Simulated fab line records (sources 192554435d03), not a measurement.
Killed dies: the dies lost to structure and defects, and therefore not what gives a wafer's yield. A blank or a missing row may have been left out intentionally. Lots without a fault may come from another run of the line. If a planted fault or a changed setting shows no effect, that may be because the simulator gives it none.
Chamber matching / flow n5_finfet / N5_BEOL_M9_STRIP_67 on rie_diel-01: 4 sister chambers
The step strips in CF4. 20 wafers are shown with their chamber, then 10 later ones without.

WAFERS PAIRED WITH THEIR CHAMBERS
wafer=L076.1; chamber=0; showerhead_plenum_p_Torr (Torr)=1.765; drypump_motor_current_A (A)=6.1; oes_product_au (a.u.)=0.89
wafer=L076.2; chamber=3; showerhead_plenum_p_Torr (Torr)=1.786; drypump_motor_current_A (A)=6.7; oes_product_au (a.u.)=0.74
wafer=L076.4; chamber=2; showerhead_plenum_p_Torr (Torr)=1.743; drypump_motor_current_A (A)=6.1; oes_product_au (a.u.)=0.90
wafer=L074.2; chamber=1; showerhead_plenum_p_Torr (Torr)=1.733; drypump_motor_current_A (A)=5.9; oes_product_au (a.u.)=0.86
wafer=L074.3; chamber=0; showerhead_plenum_p_Torr (Torr)=1.765; drypump_motor_current_A (A)=6.1; oes_product_au (a.u.)=0.89
wafer=L074.4; chamber=2; showerhead_plenum_p_Torr (Torr)=1.743; drypump_motor_current_A (A)=6.0; oes_product_au (a.u.)=0.91
wafer=L075.3; chamber=1; showerhead_plenum_p_Torr (Torr)=1.732; drypump_motor_current_A (A)=5.9; oes_product_au (a.u.)=0.85
wafer=L075.4; chamber=3; showerhead_plenum_p_Torr (Torr)=1.785; drypump_motor_current_A (A)=6.6; oes_product_au (a.u.)=0.72
wafer=L075.5; chamber=3; showerhead_plenum_p_Torr (Torr)=1.784; drypump_motor_current_A (A)=6.7; oes_product_au (a.u.)=0.73
wafer=L079.1; chamber=2; showerhead_plenum_p_Torr (Torr)=1.740; drypump_motor_current_A (A)=6.0; oes_product_au (a.u.)=0.89
wafer=L079.2; chamber=0; showerhead_plenum_p_Torr (Torr)=1.763; drypump_motor_current_A (A)=6.1; oes_product_au (a.u.)=0.88
wafer=L079.6; chamber=0; showerhead_plenum_p_Torr (Torr)=1.763; drypump_motor_current_A (A)=6.1; oes_product_au (a.u.)=0.88
wafer=L081.2; chamber=2; showerhead_plenum_p_Torr (Torr)=1.740; drypump_motor_current_A (A)=6.1; oes_product_au (a.u.)=0.88
wafer=L081.4; chamber=3; showerhead_plenum_p_Torr (Torr)=1.782; drypump_motor_current_A (A)=6.7; oes_product_au (a.u.)=0.72
wafer=L081.5; chamber=0; showerhead_plenum_p_Torr (Torr)=1.762; drypump_motor_current_A (A)=6.1; oes_product_au (a.u.)=0.87
wafer=L083.1; chamber=1; showerhead_plenum_p_Torr (Torr)=1.728; drypump_motor_current_A (A)=5.8; oes_product_au (a.u.)=0.83
wafer=L083.2; chamber=3; showerhead_plenum_p_Torr (Torr)=1.781; drypump_motor_current_A (A)=6.7; oes_product_au (a.u.)=0.72
wafer=L083.6; chamber=2; showerhead_plenum_p_Torr (Torr)=1.738; drypump_motor_current_A (A)=6.0; oes_product_au (a.u.)=0.88
wafer=L084.3; chamber=3; showerhead_plenum_p_Torr (Torr)=1.780; drypump_motor_current_A (A)=6.7; oes_product_au (a.u.)=0.72
wafer=L084.5; chamber=2; showerhead_plenum_p_Torr (Torr)=1.737; drypump_motor_current_A (A)=6.1; oes_product_au (a.u.)=0.87

SIGNATURES (means of the wafers above)
reading=showerhead_plenum_p_Torr; chamber 0=1.76360; chamber 1=1.73100; chamber 2=1.74017; chamber 3=1.78300; scatter within a chamber=0.00224
reading=drypump_motor_current_A; chamber 0=6.100; chamber 1=5.867; chamber 2=6.050; chamber 3=6.683; scatter within a chamber=0.0433
reading=oes_product_au; chamber 0=0.8820; chamber 1=0.8467; chamber 2=0.8883; chamber 3=0.7250; scatter within a chamber=0.0117
Rule: for each reading, subtract the chamber's mean from the wafer's reading, divide by that reading's scatter and square the result; add these up over the readings and take the root, which gives the wafer's distance from the chamber. The wafer belongs to the nearest chamber; if the next one is less than 2 further off, it can't be placed. How the scatter is found: for the shown wafers, subtract from each reading the mean of its chamber, square and add these, divide the total by (wafers less chambers), then take the root.

WAFERS MISSING THEIR CHAMBER
wafer=L084.6; showerhead_plenum_p_Torr (Torr)=1.780; drypump_motor_current_A (A)=6.7; oes_product_au (a.u.)=0.72
wafer=L085.1; showerhead_plenum_p_Torr (Torr)=1.727; drypump_motor_current_A (A)=5.9; oes_product_au (a.u.)=0.83
wafer=L085.3; showerhead_plenum_p_Torr (Torr)=1.779; drypump_motor_current_A (A)=6.7; oes_product_au (a.u.)=0.72
wafer=L085.5; showerhead_plenum_p_Torr (Torr)=1.737; drypump_motor_current_A (A)=6.0; oes_product_au (a.u.)=0.86
wafer=L086.1; showerhead_plenum_p_Torr (Torr)=1.777; drypump_motor_current_A (A)=6.6; oes_product_au (a.u.)=0.71
wafer=L086.2; showerhead_plenum_p_Torr (Torr)=1.758; drypump_motor_current_A (A)=6.1; oes_product_au (a.u.)=0.85
wafer=L086.3; showerhead_plenum_p_Torr (Torr)=1.735; drypump_motor_current_A (A)=6.0; oes_product_au (a.u.)=0.86
wafer=L096.3; showerhead_plenum_p_Torr (Torr)=1.773; drypump_motor_current_A (A)=6.7; oes_product_au (a.u.)=0.70
wafer=L096.5; showerhead_plenum_p_Torr (Torr)=1.720; drypump_motor_current_A (A)=5.8; oes_product_au (a.u.)=0.80
wafer=L096.6; showerhead_plenum_p_Torr (Torr)=1.752; drypump_motor_current_A (A)=6.1; oes_product_au (a.u.)=0.82

WHICH CHAMBER EACH WENT THROUGH
wafer=L084.6; from the rows above=3; in truth=3
wafer=L085.1; from the rows above=1; in truth=1
wafer=L085.3; from the rows above=3; in truth=3
wafer=L085.5; from the rows above=can't be placed: 2 or 1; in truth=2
wafer=L086.1; from the rows above=3; in truth=3
wafer=L086.2; from the rows above=0; in truth=0
wafer=L086.3; from the rows above=can't be placed: 2 or 1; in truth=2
wafer=L096.3; from the rows above=3; in truth=3
wafer=L096.5; from the rows above=1; in truth=1
wafer=L096.6; from the rows above=can't be placed: 0 or 2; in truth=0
Correct placement for 7 of the 10. These rows do not allow placing 3 (true chamber among the candidates in 3). Placed wrongly: 0.
